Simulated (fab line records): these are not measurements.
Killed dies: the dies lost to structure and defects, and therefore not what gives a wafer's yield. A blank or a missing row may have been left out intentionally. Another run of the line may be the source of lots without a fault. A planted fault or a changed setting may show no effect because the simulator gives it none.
Which tool was responsible? | flow n5-finfet | 12 lots, 36 wafers sampled, at 5 steps of a route of 1938

WHAT EACH GAUGE READ, for each wafer
No reading from a measuring or inspecting step in the record can be judged against a usual standard deviation.

TOOL THAT RAN EACH LOT (tool first, then ch and the chambers of the sampled wafers, then the start)
lot  | N5_SDB_PRECLEAN_39                 | N5_PASSIVATION_PECVD_55         | N5_PASSIVATION_PECVD_01         | N5_PASSIVATION_SPUTTER_20    | N5_PASSIVATION_PROBE_49
L912 | wet-bench-02 ch 0,3,5, day 3 21:09 | pecvd-02 ch 0,1, day 12 19:50   | pecvd-02 ch 0,1, day 12 19:52   | pvd-sputter-01, day 12 23:16 | -
L914 | wet-bench-02 ch 2,3,6, day 4 07:58 | pecvd-03 ch 0,2, day 13 16:15   | pecvd-03 ch 0,2, day 13 16:17   | pvd-sputter-01, day 13 18:57 | -
L915 | wet-bench-02 ch 2,5,6, day 4 13:33 | pecvd-03 ch 1,2, day 13 17:43   | pecvd-03 ch 1,2, day 13 17:44   | pvd-sputter-02, day 13 21:45 | -
L916 | wet-bench-06 ch 3,4,5, day 4 17:53 | pecvd-03 ch 0,2, day 13 19:07   | pecvd-03 ch 0,2, day 13 19:08   | pvd-sputter-02, day 13 21:25 | -
L917 | wet-bench-04 ch 2,4,7, day 5 02:15 | pecvd-03 ch 0,2, day 14 16:50   | pecvd-03 ch 0,2, day 14 16:52   | pvd-sputter-03, day 14 19:53 | prober-01, day 15 01:38
L921 | wet-bench-04 ch 1,2,5, day 6 02:49 | pecvd-04 ch 1,2, day 15 02:21   | pecvd-04 ch 1,2, day 15 02:25   | pvd-sputter-01, day 15 05:13 | -
L922 | wet-bench-06 ch 0,3,7, day 6 08:44 | pecvd-04 ch 1, day 14 20:34     | pecvd-04 ch 1, day 14 20:41     | pvd-sputter-03, day 14 22:58 | prober-02, day 15 05:55
L923 | wet-bench-06 ch 2,5,7, day 6 15:29 | pecvd-04 ch 0,1,2, day 15 13:22 | pecvd-04 ch 0,1,2, day 15 13:24 | pvd-sputter-01, day 15 17:55 | -
L924 | wet-bench-06 ch 0,1,2, day 6 21:13 | pecvd-02 ch 0,1, day 15 02:28   | pecvd-02 ch 0,1, day 15 02:31   | pvd-sputter-02, day 15 04:44 | prober-02, day 15 10:57
L925 | wet-bench-06 ch 2,3,7, day 7 01:59 | pecvd-02 ch 0,1,2, day 16 03:08 | pecvd-02 ch 0,1,2, day 16 03:10 | pvd-sputter-01, day 16 05:58 | prober-01, day 16 12:34
L934 | wet-bench-04 ch 1,3,6, day 9 10:13 | pecvd-04 ch 0,1,2, day 18 05:53 | pecvd-04 ch 0,1,2, day 18 05:55 | pvd-sputter-01, day 18 09:35 | -
L935 | wet-bench-02 ch 0,4,5, day 9 15:21 | pecvd-03 ch 0,1,2, day 18 11:12 | pecvd-03 ch 0,1,2, day 18 11:15 | pvd-sputter-01, day 18 13:10 | prober-01, day 18 21:12
- N5_SDB_PRECLEAN_39: cleans in O3/DIW, time 45 s.
- N5_PASSIVATION_PECVD_55: deposits SiO2 from SiH4/N2O, target thk 400 nm, time 22.5 s.
- N5_PASSIVATION_PECVD_01: deposits SiNx from SiH4/NH3/N2, target thk 200 nm, time 43.2 s.
- N5_PASSIVATION_SPUTTER_20: material TaN, target thk 50 nm.
- N5_PASSIVATION_PROBE_49

AS READ BY THE TOOLS THEMSELVES (means over the sampled wafers that have a number; for cases with no such wafer, the mark the record gives instead)
N5_PASSIVATION_PECVD_55. Usual: heater-power-w 690 W, standard deviation 64; showerhead-plenum-p-Torr 8.18 Torr, standard deviation 0.13; throttle-valve-pct 51.1 %, standard deviation 2.1.
lot  | tool     | heater-power-w (W) | showerhead-plenum-p-Torr (Torr) | throttle-valve-pct (%) | flag
L912 | pecvd-02 | 756                | 8.09                            | 49.6                   |
L914 | pecvd-03 | 649                | 8.13                            | 49.2                   |
L915 | pecvd-03 | 646                | 8.22                            | 49.6                   |
L916 | pecvd-03 | 717                | 8.13                            | 49.2                   |
L917 | pecvd-03 | 648                | 8.13                            | 49.4                   |
L921 | pecvd-04 | 636                | 8.11                            | 53.4                   |
L922 | pecvd-04 | 646                | 8.08                            | 53.2                   |
L923 | pecvd-04 | 664                | 8.16                            | 53.1                   |
L924 | pecvd-02 | 711                | 8.08                            | 49.6                   |
L925 | pecvd-02 | 705                | 8.13                            | 49.7                   |
L934 | pecvd-04 | 725                | 8.17                            | 51.3                   |
L935 | pecvd-03 | 670                | 8.23                            | 51.1                   |

N5_PASSIVATION_PECVD_01. Usual: heater-power-w 419 W, standard deviation 68; showerhead-plenum-p-Torr 8.69 Torr, standard deviation 0.088; throttle-valve-pct 28.9 %, standard deviation 1.2.
lot  | tool     | heater-power-w (W) | showerhead-plenum-p-Torr (Torr) | throttle-valve-pct (%) | flag
L912 | pecvd-02 | 482                | 8.63                            | 28.1                   |
L914 | pecvd-03 | 415                | 8.64                            | 28.0                   |
L915 | pecvd-03 | 341                | 8.71                            | 28.2                   |
L916 | pecvd-03 | 397                | 8.65                            | 27.8                   |
L917 | pecvd-03 | 421                | 8.66                            | 28.0                   |
L921 | pecvd-04 | 425                | 8.65                            | 30.1                   |
L922 | pecvd-04 | 342                | 8.60                            | 30.3                   |
L923 | pecvd-04 | 398                | 8.69                            | 30.0                   |
L924 | pecvd-02 | 494                | 8.61                            | 28.0                   |
L925 | pecvd-02 | 445                | 8.66                            | 28.1                   |
L934 | pecvd-04 | 429                | 8.67                            | 29.1                   |
L935 | pecvd-03 | 444                | 8.72                            | 28.9                   |

N5_PASSIVATION_SPUTTER_20. Usual: chamber-pressure-pa 0.3999 Pa, standard deviation 0.00083; throttle-valve-pct 30.2 %, standard deviation 0.98.
lot  | tool           | chamber-pressure-pa (Pa) | throttle-valve-pct (%) | flag
L912 | pvd-sputter-01 | 0.3998                   | 30.6                   |
L914 | pvd-sputter-01 | 0.4009                   | 30.8                   |
L915 | pvd-sputter-02 | 0.3998                   | 29.1                   |
L916 | pvd-sputter-02 | 0.3996                   | 30.4                   |
L917 | pvd-sputter-03 | 0.3999                   | 30.9                   |
L921 | pvd-sputter-01 | 0.3995                   | 30.4                   |
L922 | pvd-sputter-03 | 0.3998                   | 31.0                   |
L923 | pvd-sputter-01 | 0.3998                   | 30.7                   |
L924 | pvd-sputter-02 | 0.4000                   | 30.2                   |
L925 | pvd-sputter-01 | 0.3993                   | 30.1                   |
L934 | pvd-sputter-01 | 0.3998                   | 30.9                   |
L935 | pvd-sputter-01 | 0.3995                   | 30.4                   |

N5_PASSIVATION_PROBE_49. Usual: defect-limited-yield 91.2 %, standard deviation 1.5; killed_at_M0_to_M3 33, standard deviation 9.6; killed_at_M4_up 14, standard deviation 5.6; killed-at-contacts 14, standard deviation 5.5; killed-at-front-end 40, standard deviation 13; killed-at-other 4, standard deviation 3; killed-dies 104, standard deviation 17; killed-open 68, standard deviation 13; killed-short 33, standard deviation 7.2; sort_bin_5_function 5.2 %, standard deviation 0.95; sort_bin_6_memory 3.3 %, standard deviation 0.62; sort-n-pass 1076, standard deviation 17; sort-yield-pct 91.2 %, standard deviation 1.5.
lot  | tool      | defect-limited-yield (%) | killed_at_M0_to_M3 | killed_at_M4_up | killed-at-contacts | killed-at-front-end | killed-at-other | killed-dies | killed-open | killed-short | sort_bin_5_function (%) | sort_bin_6_memory (%) | sort-n-pass | sort-yield-pct (%) | flag
L917 | prober-01 | 90.6                     | 27                 | 15              | 24                 | 37                  | 7               | 110         | 73          | 35           | 5.5                     | 3.5                   | 1070        | 90.6               |
L922 | prober-02 | 90.6                     | 28                 | 10              | 17                 | 52                  | 3               | 110         | 74          | 30           | 5.4                     | 3.4                   | 1070        | 90.6               |
L924 | prober-02 | 82.6                     | 20                 | 8               | 11                 | 164                 | 2               | 205         | 58          | 29           | 11.1                    | 3.9                   | 975         | 82.6               | OFF
L925 | prober-01 | 81.1                     | 24                 | 8               | 11                 | 169                 | 9               | 222         | 61          | 32           | 11.9                    | 4.4                   | 958         | 81.1               | OFF
L935 | prober-01 | 92.9                     | 35                 | 9               | 10                 | 24                  | 5               | 83          | 50          | 32           | 4.3                     | 2.4                   | 1097        | 92.9               |

THE ANSWER, worked out from the rows above alone
Rule: a lot counts as off when the mean over its wafers that have a number is more than 3 standard deviations away from the usual mean. Also off: a lot with no number at a reading for which 4 or more lots have one. Any other lot the step has rows for is counted as sound. First the gauges in route order, then the tools' own readings, where a lot's mean is used as printed above. The first step at which some lot is off is used, and at that step the reading that is off furthest; a lot without a number counts as furthest.
Off: L924, L925 (N5_PASSIVATION_PROBE_49, killed-at-front-end). Neither off nor sound, because the step has no rows for them: L912, L914, L915, L916, L921, L923, L934.
If a tool, at that step or one of the process steps before it, ran each lot that is off and ran no sound lot following the first of them, it fits. Undecided on this evidence; 2 tools fit (wet-bench-06 at N5_SDB_PRECLEAN_39, pecvd-02 at N5_PASSIVATION_PECVD_55 and N5_PASSIVATION_PECVD_01).

WHAT THE SIMULATOR HAD INSERTED
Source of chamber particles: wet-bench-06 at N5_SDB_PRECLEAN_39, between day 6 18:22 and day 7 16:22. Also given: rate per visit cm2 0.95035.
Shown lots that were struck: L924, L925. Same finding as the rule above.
